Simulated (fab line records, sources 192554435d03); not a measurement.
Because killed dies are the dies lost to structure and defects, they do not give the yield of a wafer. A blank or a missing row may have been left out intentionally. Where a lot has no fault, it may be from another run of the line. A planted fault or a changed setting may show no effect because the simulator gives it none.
The tool behind it: which one?	flow n5Finfet	24 lots with 72 wafers sampled at 6 steps, on a route of 1938 steps

WHAT THE GAUGES READ, wafer by wafer
N5_BEOL_M5_INSPECT_58: inspects for defects (darkfield). Usual: rawDefectCount reads 68 (standard deviation 23).
lot	measured	on	rawDefectCount	flag
L074	day 8 05:23	defectInspect-01	45 92 50	
L075	day 9 09:19	defectInspect-02	88 69 62	
L076	day 9 13:20	defectInspect-01	46 33 32	
L077	day 9 16:18	defectInspect-02	75 56 92	
L078	day 9 23:50	defectInspect-01	113 72 54	
L080	day 10 12:42	defectInspect-02	82 110 82	
L079	day 10 13:35	defectInspect-01	41 35 41	
L082	day 10 18:56	defectInspect-02	49 75 53	
L081	day 10 22:55	defectInspect-02	104 53 55	
L085	day 10 23:11	defectInspect-01	64 70 77	
L083	day 11 13:01	defectInspect-01	48 37 44	
L084	day 11 16:56	defectInspect-01	60 87 80	
L086	day 11 21:21	defectInspect-02	55 44 62	
L088	day 11 21:23	defectInspect-02	77 91 57	
L087	day 11 21:37	defectInspect-01	73 110 58	
L089	day 12 12:54	defectInspect-02	56 92 48	
L090	day 13 00:01	defectInspect-02	51 69 106	
L093	day 13 12:36	defectInspect-02	50 44 65	
L091	day 13 05:10	defectInspect-01	50 32 49	
L094	day 13 14:40	defectInspect-02	106 69 72	
L092	day 13 15:52	defectInspect-01	34 39 36	
L095	day 14 17:24	defectInspect-02	98 94 140	
L097	day 14 18:03	defectInspect-02	85 52 82	
L096	day 15 00:09	defectInspect-02	72 87 86	

EACH LOT AND THE TOOL THAT RAN IT (in order: tool; ch and the chambers of the sampled wafers; start)
lot	N5_BEOL_M5_ETCH_67	N5_BEOL_M5_CURE_80	N5_BEOL_M5_ALD_86	N5_BEOL_M5_SPUTTER_81	N5_BEOL_M5_CMP_52
L074	rieDiel-03 ch 0,2,3, day 7 22:25	uvCure-02 ch 0, day 7 23:02	aldMetal-03 ch 0,2,3, day 7 23:25	pvdSputter-03, day 8 01:03	cmp-01 ch 0,1,2, day 8 04:53
L075	rieDiel-03 ch 0,1,3, day 9 02:01	uvCure-01 ch 1, day 9 02:37	aldMetal-01 ch 0,3, day 9 03:18	pvdSputter-02, day 9 04:58	cmp-04 ch 1,3, day 9 08:46
L076	rieDiel-04 ch 1,2, day 9 05:50	uvCure-02 ch 1, day 9 06:30	aldMetal-01 ch 1,2, day 9 07:08	pvdSputter-01, day 9 08:59	cmp-01 ch 0,1, day 9 12:44
L077	rieDiel-02 ch 0,3, day 9 08:18	uvCure-01 ch 1, day 9 08:55	aldMetal-03 ch 1,2, day 9 10:08	pvdSputter-03, day 9 11:58	cmp-04 ch 1,2, day 9 15:43
L078	rieDiel-04 ch 1,3, day 9 15:23	uvCure-02 ch 0, day 9 15:58	aldMetal-02 ch 0,1,2, day 9 16:29	pvdSputter-03, day 9 19:28	cmp-04 ch 1,2,3, day 9 23:15
L080	rieDiel-02 ch 2,3, day 10 03:50	uvCure-01 ch 1, day 10 04:28	aldMetal-03 ch 0,3, day 10 06:44	pvdSputter-03, day 10 08:20	cmp-01 ch 0,1,2, day 10 12:08
L079	rieDiel-04 ch 0,2,3, day 10 06:32	uvCure-01 ch 2, day 10 07:05	aldMetal-01 ch 0,1,2, day 10 07:31	pvdSputter-02, day 10 09:11	cmp-03 ch 0,2,3, day 10 12:58
L082	rieDiel-03 ch 0,2,3, day 10 11:32	uvCure-03 ch 2, day 10 12:15	aldMetal-01 ch 0,1,3, day 10 12:38	pvdSputter-01, day 10 14:22	cmp-01 ch 0,1,3, day 10 18:19
L081	rieDiel-04 ch 0,2, day 10 15:35	uvCure-01 ch 0, day 10 16:18	aldMetal-02 ch 1,2,3, day 10 16:50	pvdSputter-03, day 10 18:34	cmp-03 ch 1,2, day 10 22:20
L085	rieDiel-02 ch 0,2, day 10 15:44	uvCure-03 ch 2, day 10 16:22	aldMetal-01 ch 2,3, day 10 17:01	pvdSputter-02, day 10 18:45	cmp-01 ch 0,1, day 10 22:38
L083	rieDiel-04 ch 0,2,3, day 11 05:45	uvCure-01 ch 1, day 11 06:28	aldMetal-01 ch 0,1,2, day 11 06:56	pvdSputter-03, day 11 08:40	cmp-04 ch 2,3, day 11 12:26
L084	rieDiel-02 ch 0,1, day 11 09:28	uvCure-02 ch 1, day 11 10:07	aldMetal-02 ch 0,1,2, day 11 10:50	pvdSputter-02, day 11 12:35	cmp-04 ch 1,2,3, day 11 16:20
L086	rieDiel-02 ch 0,1,2, day 11 13:47	uvCure-01 ch 2, day 11 14:21	aldMetal-01 ch 2,3, day 11 15:27	pvdSputter-03, day 11 17:01	cmp-01 ch 1,3, day 11 20:48
L088	rieDiel-04 ch 0,2,3, day 11 13:58	uvCure-03 ch 1, day 11 14:35	aldMetal-02 ch 1,2, day 11 15:28	pvdSputter-02, day 11 17:02	cmp-03 ch 1,2,3, day 11 20:48
L087	rieDiel-02 ch 1,2,3, day 11 14:25	uvCure-02 ch 1, day 11 14:58	aldMetal-01 ch 0,2, day 11 15:39	pvdSputter-01, day 11 17:14	cmp-04 ch 2,3, day 11 21:02
L089	rieDiel-04 ch 0,1,3, day 12 04:34	uvCure-03 ch 1, day 12 05:17	aldMetal-01 ch 0,3, day 12 06:58	pvdSputter-03, day 12 08:34	cmp-01 ch 1,2, day 12 12:19
L090	rieDiel-03 ch 0,1, day 12 15:56	uvCure-01 ch 2, day 12 16:31	aldMetal-03 ch 0,1,3, day 12 17:07	pvdSputter-02, day 12 19:41	cmp-01 ch 0,3, day 12 23:26
L093	rieDiel-03 ch 0,3, day 12 21:20	uvCure-03 ch 0, day 12 21:58	aldMetal-03 ch 0,1,3, day 12 22:44	pvdSputter-03, day 13 08:16	cmp-03 ch 1,3, day 13 12:01
L091	rieDiel-02 ch 0,1,3, day 12 21:41	uvCure-02 ch 2, day 12 22:21	aldMetal-01 ch 0,1,3, day 12 23:10	pvdSputter-02, day 13 00:47	cmp-01 ch 0,3, day 13 04:37
L094	rieDiel-02 ch 1,2, day 13 07:00	uvCure-02 ch 2, day 13 08:03	aldMetal-02 ch 2,3, day 13 08:47	pvdSputter-01, day 13 10:20	cmp-03 ch 1,2,3, day 13 14:13
L092	rieDiel-02 ch 0,2, day 13 07:44	uvCure-02 ch 2, day 13 08:45	aldMetal-03 ch 1,2,3, day 13 09:32	pvdSputter-02, day 13 11:31	cmp-03 ch 0,2,3, day 13 15:19
L095	rieDiel-04 ch 2,3, day 14 08:32	uvCure-02 ch 2, day 14 09:06	aldMetal-01 ch 0,2,3, day 14 11:28	pvdSputter-03, day 14 13:04	cmp-01 ch 0,1,2, day 14 16:52
L097	rieDiel-04 ch 1,2, day 14 10:53	uvCure-03 ch 0, day 14 11:29	aldMetal-01 ch 1,2,3, day 14 11:53	pvdSputter-01, day 14 13:31	cmp-03 ch 1,3, day 14 17:28
L096	rieDiel-02 ch 0,1, day 14 16:22	uvCure-03 ch 0, day 14 17:08	aldMetal-02 ch 0,2,3, day 14 17:54	pvdSputter-01, day 14 19:35	cmp-04 ch 0,1,2, day 14 23:28
- N5_BEOL_M5_ETCH_67: etches SiARC in CF4, target depth 15.6 nm, time 26 s.
- N5_BEOL_M5_CURE_80: cures SiCOH lowk, time 120 s.
- N5_BEOL_M5_ALD_86: deposits TaN, pulse time 2 s, purge time 3 s, co reactant purge time 2 s.
- N5_BEOL_M5_SPUTTER_81: material Cu, target thk 15 nm, time 27.62 s.
- N5_BEOL_M5_CMP_52: polishes, stops on SiCOH lowk, t overpolish 6.9 s, target thk 62 nm.

AS READ BY THE TOOLS THEMSELVES (means over the sampled wafers that have a number; for cases with no such wafer, the mark the record gives instead)
N5_BEOL_M5_ETCH_67. Usual: drypumpMotorCurrentA 5.7 A, standard deviation 0.4; etchRfOnTimeS 26.1 s, standard deviation 0.52; oesProductAu 0.68 a.u., standard deviation 0.079; rfVppV 183.9 V, standard deviation 1.1; showerheadPlenumPTorr 2.14 Torr, standard deviation 0.068; throttleValvePct 15.61 %, standard deviation 0.26.
lot	tool	drypumpMotorCurrentA (A)	etchRfOnTimeS (s)	oesProductAu (a.u.)	rfVppV (V)	showerheadPlenumPTorr (Torr)	throttleValvePct (%)	flag
L074	rieDiel-03	5.8	26.1	0.66	184.5	2.12	15.58	
L075	rieDiel-03	5.7	26.1	0.66	183.7	2.15	15.49	
L076	rieDiel-04	5.4	26.9	0.58	184.0	2.17	15.72	
L077	rieDiel-02	5.1	25.6	0.70	183.0	2.09	15.76	
L078	rieDiel-04	5.6	26.9	0.61	184.2	2.22	15.70	
L080	rieDiel-02	5.2	25.3	0.64	182.9	2.08	15.98	
L079	rieDiel-04	5.9	26.5	0.64	184.4	2.15	15.70	
L082	rieDiel-03	5.8	26.6	0.65	183.6	2.11	15.59	
L081	rieDiel-04	5.6	26.2	0.60	182.9	2.06	15.78	
L085	rieDiel-02	5.8	26.4	0.69	184.1	2.16	15.67	
L083	rieDiel-04	5.9	26.3	0.64	184.0	2.14	15.72	
L084	rieDiel-02	6.1	26.0	0.80	183.3	2.13	15.25	
L086	rieDiel-02	6.0	25.7	0.75	183.7	2.14	15.47	
L088	rieDiel-04	5.9	26.3	0.64	184.3	2.14	15.73	
L087	rieDiel-02	5.7	25.4	0.69	183.3	2.09	15.72	
L089	rieDiel-04	5.7	26.4	0.70	184.2	2.16	15.58	
L090	rieDiel-03	5.8	26.2	0.68	183.3	2.10	15.42	
L093	rieDiel-03	5.6	26.3	0.62	184.2	2.16	15.62	
L091	rieDiel-02	5.6	25.5	0.73	182.7	2.10	15.53	
L094	rieDiel-02	6.2	25.9	0.73	183.6	2.11	15.48	
L092	rieDiel-02	5.7	25.9	0.72	184.7	2.16	15.51	
L095	rieDiel-04	6.1	26.7	0.65	184.3	2.21	15.69	
L097	rieDiel-04	5.4	26.4	0.71	184.2	2.16	15.45	
L096	rieDiel-02	5.9	26.4	0.75	183.8	2.15	15.30	

N5_BEOL_M5_CURE_80. Usual: lampPowerPct 52.31 %, standard deviation 0.054; wafer_temp_C_max 372.1, standard deviation 0.85.
lot	tool	lampPowerPct (%)	wafer_temp_C_max	flag
L074	uvCure-02	52.30	371.3	
L075	uvCure-01	52.37	373.3	
L076	uvCure-02	52.32	372.6	
L077	uvCure-01	52.30	373.3	
L078	uvCure-02	52.35	370.8	
L080	uvCure-01	52.32	373.1	
L079	uvCure-01	52.33	371.5	
L082	uvCure-03	52.30	371.7	
L081	uvCure-01	52.31	373.2	
L085	uvCure-03	52.39	371.6	
L083	uvCure-01	52.31	373.0	
L084	uvCure-02	52.29	372.1	
L086	uvCure-01	52.32	372.3	
L088	uvCure-03	52.27	372.5	
L087	uvCure-02	52.28	372.2	
L089	uvCure-03	52.35	372.8	
L090	uvCure-01	52.29	371.7	
L093	uvCure-03	52.27	372.7	
L091	uvCure-02	52.29	371.0	
L094	uvCure-02	52.32	371.0	
L092	uvCure-02	52.29	371.0	
L095	uvCure-02	52.33	371.2	
L097	uvCure-03	52.34	372.6	
L096	uvCure-03	52.32	372.8	

N5_BEOL_M5_ALD_86. Usual: heaterPowerW reads 406 W (standard deviation 34).
lot	tool	heaterPowerW (W)	flag
L074	aldMetal-03	413	
L075	aldMetal-01	407	
L076	aldMetal-01	370	
L077	aldMetal-03	435	
L078	aldMetal-02	417	
L080	aldMetal-03	437	
L079	aldMetal-01	381	
L082	aldMetal-01	398	
L081	aldMetal-02	410	
L085	aldMetal-01	386	
L083	aldMetal-01	379	
L084	aldMetal-02	425	
L086	aldMetal-01	403	
L088	aldMetal-02	431	
L087	aldMetal-01	394	
L089	aldMetal-01	406	
L090	aldMetal-03	448	
L093	aldMetal-03	448	
L091	aldMetal-01	403	
L094	aldMetal-02	396	
L092	aldMetal-03	431	
L095	aldMetal-01	398	
L097	aldMetal-01	381	
L096	aldMetal-02	411	

N5_BEOL_M5_SPUTTER_81. Usual: throttleValvePct reads 30.1 % (standard deviation 1).
lot	tool	throttleValvePct (%)	flag
L074	pvdSputter-03	30.2	
L075	pvdSputter-02	28.6	
L076	pvdSputter-01	29.7	
L077	pvdSputter-03	29.7	
L078	pvdSputter-03	30.1	
L080	pvdSputter-03	29.9	
L079	pvdSputter-02	30.1	
L082	pvdSputter-01	30.6	
L081	pvdSputter-03	30.4	
L085	pvdSputter-02	29.8	
L083	pvdSputter-03	30.2	
L084	pvdSputter-02	30.2	
L086	pvdSputter-03	30.3	
L088	pvdSputter-02	30.8	
L087	pvdSputter-01	30.9	
L089	pvdSputter-03	30.4	
L090	pvdSputter-02	29.2	
L093	pvdSputter-03	30.4	
L091	pvdSputter-02	29.3	
L094	pvdSputter-01	30.2	
L092	pvdSputter-02	29.4	
L095	pvdSputter-03	30.3	
L097	pvdSputter-01	31.0	
L096	pvdSputter-01	30.6	

N5_BEOL_M5_CMP_52. Usual: barrierFieldEndpointS 24.6 s, standard deviation 0.53; motorCurrentA 6.2 A, standard deviation 0.68; overpolishRunS 6.901 s, standard deviation 0.0093; platenRpm 50.00 rpm, standard deviation 0.038; timeToEndpointS 62.8 s, standard deviation 2.8.
lot	tool	barrierFieldEndpointS (s)	motorCurrentA (A)	overpolishRunS (s)	platenRpm (rpm)	timeToEndpointS (s)	flag
L074	cmp-01	24.6	6.5	6.908	49.99	63.2	
L075	cmp-04	24.5	6.7	6.902	50.01	62.5	
L076	cmp-01	24.5	5.8	6.911	49.96	60.9	
L077	cmp-04	24.9	5.9	6.901	50.01	63.4	
L078	cmp-04	24.8	6.2	6.889	49.98	64.0	
L080	cmp-01	24.3	6.2	6.910	49.98	62.6	
L079	cmp-03	24.9	5.9	6.895	49.98	62.5	
L082	cmp-01	24.4	6.1	6.900	50.03	63.1	
L081	cmp-03	24.7	5.3	6.901	50.00	65.9	
L085	cmp-01	24.5	6.0	6.904	50.02	61.9	
L083	cmp-04	25.0	6.1	6.902	49.99	62.5	
L084	cmp-04	25.6	6.3	6.890	50.02	64.4	
L086	cmp-01	23.9	6.3	6.895	49.98	59.4	
L088	cmp-03	25.2	5.4	6.899	49.99	64.3	
L087	cmp-04	24.4	6.1	6.901	50.00	64.7	
L089	cmp-01	24.7	6.7	6.904	49.94	59.4	
L090	cmp-01	24.2	6.0	6.902	49.99	61.0	
L093	cmp-03	24.5	5.5	6.906	50.00	65.0	
L091	cmp-01	25.1	5.7	6.901	50.00	61.6	
L094	cmp-03	24.6	5.4	6.902	49.99	62.7	
L092	cmp-03	24.9	5.9	6.900	49.99	65.3	
L095	cmp-01	23.8	6.4	6.901	50.01	59.4	
L097	cmp-03	24.6	5.3	6.897	49.98	63.2	
L096	cmp-04	25.4	6.2	6.896	50.03	63.8	

THE ANSWER, worked out from the rows above alone
Rule: lot off if the mean of its wafers having a number is beyond 3 standard deviations from the usual mean. A lot without any number at a reading at which 4 lots or more have one is off too. The other lots that the step has rows for count as sound. Order of review: gauges by route order, followed by the tools' own readings, for which a lot's mean as printed above is used. The first step at which some lot is off is used, and at that step the reading that is off furthest; a lot without a number counts as furthest.
Across all readings shown, no lot is off: no conclusion can be drawn from this.

WHAT THE SIMULATOR PUT IN
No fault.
